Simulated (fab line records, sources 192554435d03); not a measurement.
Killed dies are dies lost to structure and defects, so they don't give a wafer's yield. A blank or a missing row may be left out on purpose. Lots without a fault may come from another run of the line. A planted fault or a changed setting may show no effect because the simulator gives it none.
A struck lot beside a sound one | flow n5_finfet | 16 steps out of a route of 1938
Sound: wafers L515.2, L515.3, L515.5. Struck: wafer L524.1. (L524.3, L524.5 of the same lot were not struck and are left out.) The cause comes at the end.
At each step with rows: each side's tool, then ch and its chambers, then its first start. Under that, the readings that differ: sound wafers | struck wafers | difference of the means | sigmas: that difference in standard deviations of wafers without a fault.
alike: readings whose means differ by less than 2 such deviations, and words and numbers that are the same on both sides. not compared: withheld readings, readings that some wafer has no value for, bounds like >300 that may hide the same value, and numbers for which the record gives no deviation and whose values overlap.
The two part at a step that has a row with sigmas, a row that says differs or no value, or rows on one side only. Numbers that don't overlap but have no deviation are shown without sigmas and don't part them. A reading that every wafer of one side lacks parts them only if that side has two wafers or more.

first, 3 steps without rows for these wafers: N5_SDB_EXPOSE_08 (exposes mask SDB); N5_SDB_PEB_09 (peb time 60 s); N5_SDB_DEVELOP_10 (develop time 30 s).
N5_SDB_CD_MEAS_11: target cd 50 nm.
  sound on cd_sem-03 ch 0, day 3 18:10; struck on cd_sem-02 ch 0, day 6 01:20
  alike: cd_nm
N5_SDB_OVL_MEAS_12:
  sound on overlay-01 ch 0, day 3 18:11; struck on overlay-01 ch 0, day 6 01:22
  alike: SDB_OVL
N5_SDB_INSPECT_13: inspects for defects (brightfield).
  sound on defect_inspect-01, day 3 18:13; struck on defect_inspect-01, day 6 01:23
  alike: raw_defect_count
N5_SDB_DESCUM_16: chemistry O2, time 7.9 s.
  sound on rie_diel-01 ch 0,1, day 3 18:14; struck on rie_diel-06 ch 2, day 6 01:27
  alike: drypump_motor_current_A, oes_product_au, rf_vpp_V, showerhead_plenum_p_Torr, throttle_valve_pct
  not compared: rf_hours_counter_h
N5_SDB_ETCH_17: etches SiARC in CF4, target depth 23.4 nm, time 39 s.
  sound on rie_diel-01 ch 0,1, day 3 18:17; struck on rie_diel-06 ch 2, day 6 01:29
  alike: drypump_motor_current_A, etch_rf_on_time_s, oes_product_au, rf_vpp_V, showerhead_plenum_p_Torr, throttle_valve_pct
  not compared: rf_hours_counter_h
N5_SDB_ETCH_18: etches SOC in N2/H2, target depth 100 nm, overetch 20 nm, time 150 s.
  sound on rie_diel-01 ch 0,1, day 3 18:19; struck on rie_diel-06 ch 2, day 6 01:31
  alike: drypump_motor_current_A, oes_product_au, rf_vpp_V, showerhead_plenum_p_Torr, throttle_valve_pct
  not compared: rf_hours_counter_h
then, 1 step without rows for these wafers: N5_SDB_STRIP_19 (strips in N2/H2).
N5_SDB_STRIP_21: strips in CF4.
  sound on rie_diel-01 ch 0,1, day 3 18:27; struck on rie_diel-06 ch 2, day 6 01:40
  alike: drypump_motor_current_A, oes_product_au, rf_vpp_V, showerhead_plenum_p_Torr, throttle_valve_pct
  not compared: rf_hours_counter_h
N5_SDB_HM_OPEN_20: chemistry CH3F/O2, target SiNx, stops on poly-Si, target depth 24 nm.
  sound on rie_diel-01 ch 0,1, day 3 18:28; struck on rie_diel-06 ch 2, day 6 01:41
  reading      | sound       | struck | difference | sigmas
  rf_vpp_V (V) | 300 293 295 | 286    | -10        | -2
  alike: O2_flow_sccm, drypump_motor_current_A, oes_product_au, showerhead_plenum_p_Torr, throttle_valve_pct
  not compared: rf_hours_counter_h
N5_SDB_STRIP_22: strips in N2/H2.
  sound on plasma_asher-02 ch 0, day 3 18:37; struck on plasma_asher-02 ch 0, day 6 01:46
  reading                      | sound             | struck | difference | sigmas
  oes_product_au (a.u.)        | 0.711 0.716 0.715 | 0.691  | -0.023     | -5
  strip_time_to_endpoint_s (s) | 96.4 96.3 96.8    | 102.4  | +5.9       | +14
  alike: drypump_motor_current_A, heater_power_w
  not compared: rf_hours_counter_h
then, 1 step without rows for these wafers: N5_SDB_PRECLEAN_23 (cleans in dHF, time 30 s).
-- the record jumps here: 4 days lie between the struck wafers' starts before and after (it left off in module SDB and takes up again in module BEOL_M4, whose first step shown is number 1111 of the route) --
N5_BEOL_M4_RC_MEAS_101:
  sound on prober-02 ch 0, day 7 12:20; struck on prober-01 ch 0, day 9 17:12
  reading        | sound          | struck | difference | sigmas
  IOFF_P (nA/um) | 0.27 0.18 0.21 | 0.15   | -0.07      | -2
  ION_P (uA/um)  | 472 458 461    | 446    | -18        | -2
  alike: DIBL_N, DIBL_P, IOFF_N, ION_N, SS_N, SS_P, VT_N, VT_P
-- the record jumps here: 4 days lie between the struck wafers' starts before and after (it left off in module BEOL_M4 and takes up again in module PASSIVATION, whose first step shown is number 1936 of the route) --
N5_PASSIVATION_PROBE_49:
  sound on prober-02, day 11 18:26; struck on prober-01, day 13 14:31
  reading                | sound    | struck | difference | sigmas
  sort_bin_4_leakage (%) | 0.08 0 0 | 0      | +0         | -4
  alike: defect_limited_yield, killed_at_M0_to_M3, killed_at_M4_up, killed_at_contacts, killed_at_front_end, killed_at_other, killed_dies, killed_open, killed_short, sort_bin_5_function, sort_bin_6_memory, sort_bin_8_speed, sort_n_pass, sort_yield_pct

WHERE THEY PART
First at N5_SDB_HM_OPEN_20; last, within this record, at N5_PASSIVATION_PROBE_49.

WHY: what the simulator had put in
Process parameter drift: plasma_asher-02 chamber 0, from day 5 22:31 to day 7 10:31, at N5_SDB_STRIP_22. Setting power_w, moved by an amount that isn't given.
